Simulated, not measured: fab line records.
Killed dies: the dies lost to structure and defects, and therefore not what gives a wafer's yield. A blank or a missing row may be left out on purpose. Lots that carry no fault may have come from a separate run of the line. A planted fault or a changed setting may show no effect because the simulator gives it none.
Which tool did it?	flow nandHarc	24 lots with 72 wafers sampled at 6 steps, on a route of 1302 steps

## WHAT THE GAUGES READ, wafer by wafer
The record holds no reading of a measuring or inspecting step that can be judged against a usual standard deviation.

## EACH LOT AND THE TOOL THAT RAN IT (in order: tool; ch and the chambers of the sampled wafers; start)
lot	NHARC_A_STAIRCASE_TRIM_231	NHARC_A_STAIRCASE_ETCH_234	NHARC_A_STAIRCASE_ETCH_236	NHARC_A_STAIRCASE_DEP_259	NHARC_A_STAIRCASE_ALD_420	NHARC_A_STAIRCASE_DEP_151
L074	rieDiel-13 ch 0,1,3, day 16 01:32 or earlier	rieDiel-13 ch 0,2,3, day 16 01:32 or earlier	rieDiel-13 ch 2,3, day 16 01:32 or earlier	pecvd-04 ch 0,1,2, day 16 01:32	aldHk-01 ch 2,3, day 17 04:50	pecvd-03 ch 0,1,2, day 17 15:41
L075	rieDiel-04 ch 0,2, day 17 06:19 or earlier	rieDiel-04 ch 0,2, day 17 06:19 or earlier	rieDiel-04 ch 0,1,2, day 17 06:19 or earlier	pecvd-04 ch 0,1, day 17 06:19	aldHk-01 ch 1,2, day 18 01:16	pecvd-04 ch 1,2, day 18 09:32
L076	rieDiel-04 ch 0,2, day 17 06:26 or earlier	rieDiel-04 ch 1,2, day 17 06:26 or earlier	rieDiel-04 ch 1,2, day 17 06:26 or earlier	pecvd-03 ch 0,1, day 17 06:26	aldHk-01 ch 0,1,2, day 18 04:45	pecvd-03 ch 0,1, day 18 13:14
L077	rieDiel-13 ch 0,3, day 17 21:21 or earlier	rieDiel-13 ch 0,2,3, day 17 21:21 or earlier	rieDiel-13 ch 0,3, day 17 21:21 or earlier	pecvd-02 ch 1,2, day 17 21:21	aldHk-01 ch 0,2, day 18 16:23	pecvd-02 ch 0,1, day 19 00:29
L078	rieDiel-08 ch 0,1,2, day 17 22:56 or earlier	rieDiel-08 ch 1,2,3, day 17 22:56 or earlier	rieDiel-08 ch 0,1,3, day 17 22:56 or earlier	pecvd-04 ch 0,1,2, day 17 22:56	aldHk-03 ch 1,2,3, day 18 16:13	pecvd-03 ch 0,1,2, day 19 00:18
L079	rieDiel-13 ch 2,3, day 18 06:46 or earlier	rieDiel-13 ch 2,3, day 18 06:46 or earlier	rieDiel-13 ch 0,2, day 18 06:46 or earlier	pecvd-04 ch 0,1,2, day 18 06:46	aldHk-04 ch 0,2,3, day 19 02:31	pecvd-04 ch 0,1,2, day 19 10:35
L080	rieDiel-04 ch 0,1,2, day 18 20:41 or earlier	rieDiel-04 ch 1,2, day 18 20:41 or earlier	rieDiel-04 ch 1,2,3, day 18 20:41 or earlier	pecvd-02 ch 1,2, day 18 20:41	aldHk-03 ch 1,2,3, day 19 20:58	pecvd-02 ch 0,1,2, day 20 04:40
L081	rieDiel-08 ch 0,1,2, day 19 13:26 or earlier	rieDiel-08 ch 0,1, day 19 13:26 or earlier	rieDiel-08 ch 0,2,3, day 19 13:26 or earlier	pecvd-04 ch 1,2, day 19 13:26	aldHk-01 ch 1,2,3, day 20 10:26	pecvd-03 ch 0,1,2, day 20 18:27
L082	rieDiel-13 ch 1,3, day 19 18:31 or earlier	rieDiel-13 ch 0,1,3, day 19 18:31 or earlier	rieDiel-13 ch 0,1,3, day 19 18:31 or earlier	pecvd-02 ch 0,1,2, day 19 18:31	aldHk-04 ch 0,1,2, day 20 14:00	pecvd-03 ch 0,2, day 20 22:06
L083	rieDiel-13 ch 0,1,3, day 20 20:28 or earlier	rieDiel-13 ch 0,1,2, day 20 20:28 or earlier	rieDiel-13 ch 0,1,3, day 20 20:28 or earlier	pecvd-04 ch 0,2, day 20 20:28	aldHk-04 ch 0,2,3, day 22 00:32	pecvd-04 ch 0,2, day 22 08:41
L086	rieDiel-13 ch 0,1, day 21 02:07 or earlier	rieDiel-13 ch 0,1, day 21 02:07 or earlier	rieDiel-13 ch 0,1,2, day 21 02:07 or earlier	pecvd-03 ch 0,2, day 21 02:07	aldHk-03 ch 0,1,2, day 22 06:27	pecvd-04 ch 1,2, day 22 14:04
L084	rieDiel-04 ch 1,2,3, day 21 05:44 or earlier	rieDiel-04 ch 1,3, day 21 05:44 or earlier	rieDiel-04 ch 0,2, day 21 05:44 or earlier	pecvd-02 ch 0,2, day 21 05:44	aldHk-01 ch 0,1, day 22 05:58	pecvd-03 ch 0,1,2, day 22 14:10
L085	rieDiel-13 ch 0,1,2, day 21 07:37 or earlier	rieDiel-13 ch 0,2, day 21 07:37 or earlier	rieDiel-13 ch 0,2,3, day 21 07:37 or earlier	pecvd-02 ch 0,1,2, day 21 07:37	aldHk-04 ch 1,2, day 22 08:33	pecvd-02 ch 0,1,2, day 22 14:10
L087	rieDiel-13 ch 0,2,3, day 22 06:31 or earlier	rieDiel-13 ch 0,2, day 22 06:31 or earlier	rieDiel-13 ch 0,2, day 22 06:31 or earlier	pecvd-02 ch 0,1,2, day 22 06:31	aldHk-03 ch 0,1,3, day 23 09:58	pecvd-04 ch 1,2, day 23 19:00
L088	rieDiel-08 ch 1,3, day 22 08:53 or earlier	rieDiel-08 ch 0,1,3, day 22 08:53 or earlier	rieDiel-08 ch 0,2, day 22 08:53 or earlier	pecvd-02 ch 1,2, day 22 08:53	aldHk-01 ch 0,1,2, day 23 09:57	pecvd-02 ch 1,2, day 23 18:59
L089	rieDiel-04 ch 0,2, day 22 21:15 or earlier	rieDiel-04 ch 0,3, day 22 21:15 or earlier	rieDiel-04 ch 0,2, day 22 21:15 or earlier	pecvd-02 ch 0,2, day 22 21:15	aldHk-04 ch 0,3, day 23 18:50	pecvd-02 ch 0,1,2, day 24 03:25
L091	rieDiel-04 ch 0,1,2, day 23 05:04 or earlier	rieDiel-04 ch 0,1,3, day 23 05:04 or earlier	rieDiel-04 ch 0,1,3, day 23 05:04 or earlier	pecvd-02 ch 0,1,2, day 23 05:04	aldHk-01 ch 0,1,2, day 24 03:07	pecvd-03 ch 0,2, day 24 11:14
L090	rieDiel-08 ch 1,2,3, day 23 05:32 or earlier	rieDiel-08 ch 0,1, day 23 05:32 or earlier	rieDiel-08 ch 1,2,3, day 23 05:32 or earlier	pecvd-03 ch 1,2, day 23 05:32	aldHk-04 ch 2,3, day 24 03:16	pecvd-02 ch 0,1,2, day 24 11:18
L092	rieDiel-08 ch 1,2, day 24 16:21 or earlier	rieDiel-08 ch 0,1, day 24 16:21 or earlier	rieDiel-08 ch 2,3, day 24 16:21 or earlier	pecvd-03 ch 0,1,2, day 24 16:21	aldHk-01 ch 0,2,3, day 25 11:46	pecvd-03 ch 0,1,2, day 25 19:41
L093	rieDiel-04 ch 0,3, day 24 18:03 or earlier	rieDiel-04 ch 0,1,2, day 24 18:03 or earlier	rieDiel-04 ch 1,2,3, day 24 18:03 or earlier	pecvd-03 ch 0,1, day 24 18:03	aldHk-04 ch 2,3, day 25 14:21	pecvd-03 ch 0,2, day 25 19:58
L094	rieDiel-08 ch 1,2,3, day 24 20:05 or earlier	rieDiel-08 ch 1,3, day 24 20:05 or earlier	rieDiel-08 ch 0,2,3, day 24 20:05 or earlier	pecvd-04 ch 0,1,2, day 24 20:05	aldHk-04 ch 1,3, day 25 16:12	pecvd-03 ch 0,1,2, day 26 00:16
L095	rieDiel-13 ch 1,2,3, day 25 04:58 or earlier	rieDiel-13 ch 1,2,3, day 25 04:58 or earlier	rieDiel-13 ch 0,2,3, day 25 04:58 or earlier	pecvd-03 ch 0,1,2, day 25 04:58	aldHk-01 ch 0,2,3, day 26 00:32	pecvd-04 ch 0,2, day 26 08:35
L096	rieDiel-04 ch 0,3, day 25 12:25 or earlier	rieDiel-04 ch 0,2, day 25 12:25 or earlier	rieDiel-04 ch 0,1,2, day 25 12:25 or earlier	pecvd-04 ch 0,1,2, day 25 12:25	aldHk-03 ch 2,3, day 26 09:32	pecvd-04 ch 0,1,2, day 26 17:42
L097	rieDiel-04 ch 0,1, day 26 01:25 or earlier	rieDiel-04 ch 0,3, day 26 01:25 or earlier	rieDiel-04 ch 0,3, day 26 01:25 or earlier	pecvd-04 ch 0,1,2, day 26 01:25	aldHk-04 ch 0,1,2, day 27 01:44	pecvd-02 ch 0,1,2, day 27 10:05
- NHARC_A_STAIRCASE_TRIM_231: chemistry O2, time 211.2 s.
- NHARC_A_STAIRCASE_ETCH_234: etches the open film in C4F8/O2, target depth 100 nm, time 40.5 s.
- NHARC_A_STAIRCASE_ETCH_236: etches the open film in C4F8/O2, target depth 100 nm, time 40.5 s.
- NHARC_A_STAIRCASE_DEP_259: deposits SiON, target thk 30 nm.
- NHARC_A_STAIRCASE_ALD_420: deposits SiO2, target thk 20 nm, pulse time 6 s, ald cycles 200.
- NHARC_A_STAIRCASE_DEP_151: deposits SiO2, target thk 7200 nm.

## WHAT THE TOOLS THEMSELVES READ (means of the sampled wafers that have a number; where no wafer has one, the mark that the record gives instead)
NHARC_A_STAIRCASE_TRIM_231. Usual: drypumpMotorCurrentA 5.8 A, standard deviation 0.47; oesProductAu 1.000 a.u., standard deviation 0.011; rfVppV 57.9 V, standard deviation 0.94; showerheadPlenumPTorr 3.55 Torr, standard deviation 0.16; throttleValvePct 17.036 %, standard deviation 0.0088.
lot	tool	drypumpMotorCurrentA (A)	oesProductAu (a.u.)	rfVppV (V)	showerheadPlenumPTorr (Torr)	throttleValvePct (%)	flag
L074	rieDiel-13	6.0	0.998	58.0	3.52	17.037	
L075	rieDiel-04	6.0	1.000	58.1	3.76	17.041	
L076	rieDiel-04	6.1	1.006	58.7	3.76	17.040	
L077	rieDiel-13	6.4	0.999	57.2	3.35	17.033	
L078	rieDiel-08	5.6	1.010	57.9	3.53	17.033	
L079	rieDiel-13	6.1	1.001	58.6	3.47	17.035	
L080	rieDiel-04	5.6	0.993	58.3	3.71	17.034	
L081	rieDiel-08	5.6	1.000	58.2	3.52	17.033	
L082	rieDiel-13	5.9	0.998	58.2	3.63	17.046	
L083	rieDiel-13	6.0	0.998	57.9	3.50	17.041	
L086	rieDiel-13	5.6	0.995	57.5	3.65	17.036	
L084	rieDiel-04	5.8	0.999	58.7	3.63	17.034	
L085	rieDiel-13	5.8	0.996	57.5	3.57	17.042	
L087	rieDiel-13	6.1	1.004	56.8	3.41	17.041	
L088	rieDiel-08	5.8	1.006	57.2	3.44	17.023	
L089	rieDiel-04	6.1	0.996	58.4	3.68	17.041	
L091	rieDiel-04	5.6	1.002	57.2	3.69	17.045	
L090	rieDiel-08	5.6	1.004	57.8	3.45	17.041	
L092	rieDiel-08	5.6	0.997	57.5	3.50	17.038	
L093	rieDiel-04	6.2	0.988	58.4	3.55	17.032	
L094	rieDiel-08	5.6	1.009	58.1	3.45	17.045	
L095	rieDiel-13	6.0	0.998	57.5	3.52	17.036	
L096	rieDiel-04	6.2	0.986	58.9	3.54	17.033	
L097	rieDiel-04	5.7	0.996	57.6	3.63	17.040	

NHARC_A_STAIRCASE_ETCH_234. Usual: oesProductAu 0.943 a.u., standard deviation 0.013; rfVppV 897 V, standard deviation 5.7.
lot	tool	oesProductAu (a.u.)	rfVppV (V)	flag
L074	rieDiel-13	0.953	893	
L075	rieDiel-04	0.937	903	
L076	rieDiel-04	0.939	905	
L077	rieDiel-13	0.940	892	
L078	rieDiel-08	0.944	894	
L079	rieDiel-13	0.946	891	
L080	rieDiel-04	0.943	905	
L081	rieDiel-08	0.939	897	
L082	rieDiel-13	0.943	894	
L083	rieDiel-13	0.941	898	
L086	rieDiel-13	0.937	900	
L084	rieDiel-04	0.947	899	
L085	rieDiel-13	0.949	894	
L087	rieDiel-13	0.935	893	
L088	rieDiel-08	0.945	893	
L089	rieDiel-04	0.938	895	
L091	rieDiel-04	0.935	898	
L090	rieDiel-08	0.949	895	
L092	rieDiel-08	0.954	895	
L093	rieDiel-04	0.945	902	
L094	rieDiel-08	0.952	892	
L095	rieDiel-13	0.944	896	
L096	rieDiel-04	0.945	903	
L097	rieDiel-04	0.929	897	

NHARC_A_STAIRCASE_ETCH_236. Usual: oesProductAu 0.942 a.u., standard deviation 0.013; rfVppV 897 V, standard deviation 5.8.
lot	tool	oesProductAu (a.u.)	rfVppV (V)	flag
L074	rieDiel-13	0.960	894	
L075	rieDiel-04	0.934	904	
L076	rieDiel-04	0.941	903	
L077	rieDiel-13	0.923	889	
L078	rieDiel-08	0.936	894	
L079	rieDiel-13	0.941	893	
L080	rieDiel-04	0.945	900	
L081	rieDiel-08	0.956	895	
L082	rieDiel-13	0.933	895	
L083	rieDiel-13	0.934	895	
L086	rieDiel-13	0.939	898	
L084	rieDiel-04	0.946	903	
L085	rieDiel-13	0.943	892	
L087	rieDiel-13	0.939	893	
L088	rieDiel-08	0.950	896	
L089	rieDiel-04	0.949	903	
L091	rieDiel-04	0.937	899	
L090	rieDiel-08	0.948	894	
L092	rieDiel-08	0.952	892	
L093	rieDiel-04	0.951	900	
L094	rieDiel-08	0.961	893	
L095	rieDiel-13	0.949	891	
L096	rieDiel-04	0.935	901	
L097	rieDiel-04	0.932	897	

NHARC_A_STAIRCASE_DEP_259. Usual: 691 W for heaterPowerW, sd 90.
lot	tool	heaterPowerW (W)	flag
L074	pecvd-04	624	
L075	pecvd-04	594	
L076	pecvd-03	676	
L077	pecvd-02	698	
L078	pecvd-04	608	
L079	pecvd-04	652	
L080	pecvd-02	749	
L081	pecvd-04	718	
L082	pecvd-02	767	
L083	pecvd-04	635	
L086	pecvd-03	652	
L084	pecvd-02	703	
L085	pecvd-02	766	
L087	pecvd-02	741	
L088	pecvd-02	784	
L089	pecvd-02	850	
L091	pecvd-02	701	
L090	pecvd-03	715	
L092	pecvd-03	684	
L093	pecvd-03	695	
L094	pecvd-04	665	
L095	pecvd-03	661	
L096	pecvd-04	683	
L097	pecvd-04	629	

NHARC_A_STAIRCASE_ALD_420. Usual: heaterPowerW 472 W, standard deviation 34; precursorPulseHeightRel 1.003, standard deviation 0.018.
lot	tool	heaterPowerW (W)	precursorPulseHeightRel	flag
L074	aldHk-01	443	0.995	
L075	aldHk-01	466	1.007	
L076	aldHk-01	484	1.004	
L077	aldHk-01	445	1.018	
L078	aldHk-03	454	1.019	
L079	aldHk-04	478	1.010	
L080	aldHk-03	457	0.994	
L081	aldHk-01	476	1.002	
L082	aldHk-04	446	1.015	
L083	aldHk-04	476	1.008	
L086	aldHk-03	454	0.987	
L084	aldHk-01	500	1.002	
L085	aldHk-04	454	0.992	
L087	aldHk-03	470	0.994	
L088	aldHk-01	483	0.994	
L089	aldHk-04	495	1.004	
L091	aldHk-01	485	0.980	
L090	aldHk-04	497	0.995	
L092	aldHk-01	470	0.999	
L093	aldHk-04	492	1.011	
L094	aldHk-04	473	0.999	
L095	aldHk-01	474	1.008	
L096	aldHk-03	446	1.023	
L097	aldHk-04	456	0.993	

NHARC_A_STAIRCASE_DEP_151. Usual: 596 W for heaterPowerW, sd 84.
lot	tool	heaterPowerW (W)	flag
L074	pecvd-03	535	
L075	pecvd-04	568	
L076	pecvd-03	522	
L077	pecvd-02	623	
L078	pecvd-03	601	
L079	pecvd-04	514	
L080	pecvd-02	640	
L081	pecvd-03	581	
L082	pecvd-03	545	
L083	pecvd-04	615	
L086	pecvd-04	540	
L084	pecvd-03	589	
L085	pecvd-02	634	
L087	pecvd-04	564	
L088	pecvd-02	631	
L089	pecvd-02	669	
L091	pecvd-03	607	
L090	pecvd-02	607	
L092	pecvd-03	548	
L093	pecvd-03	588	
L094	pecvd-03	552	
L095	pecvd-04	579	
L096	pecvd-04	604	
L097	pecvd-02	601	

## THE ANSWER, worked out from the rows above alone
Rule: take the mean of a lot's wafers that have a number; if it is more than 3 standard deviations from the usual mean, the lot is off. A lot without any number at a reading at which 4 lots or more have one is off too. Any other lot the step has rows for is counted as sound. Order of review: gauges by route order, followed by the tools' own readings, for which a lot's mean as printed above is used. The first step at which some lot is off is used, and at that step the reading that is off furthest; a lot without a number counts as furthest.
None of the lots is off at any reading shown; this tells nothing.

## WHAT HAD BEEN PUT IN BY THE SIMULATOR
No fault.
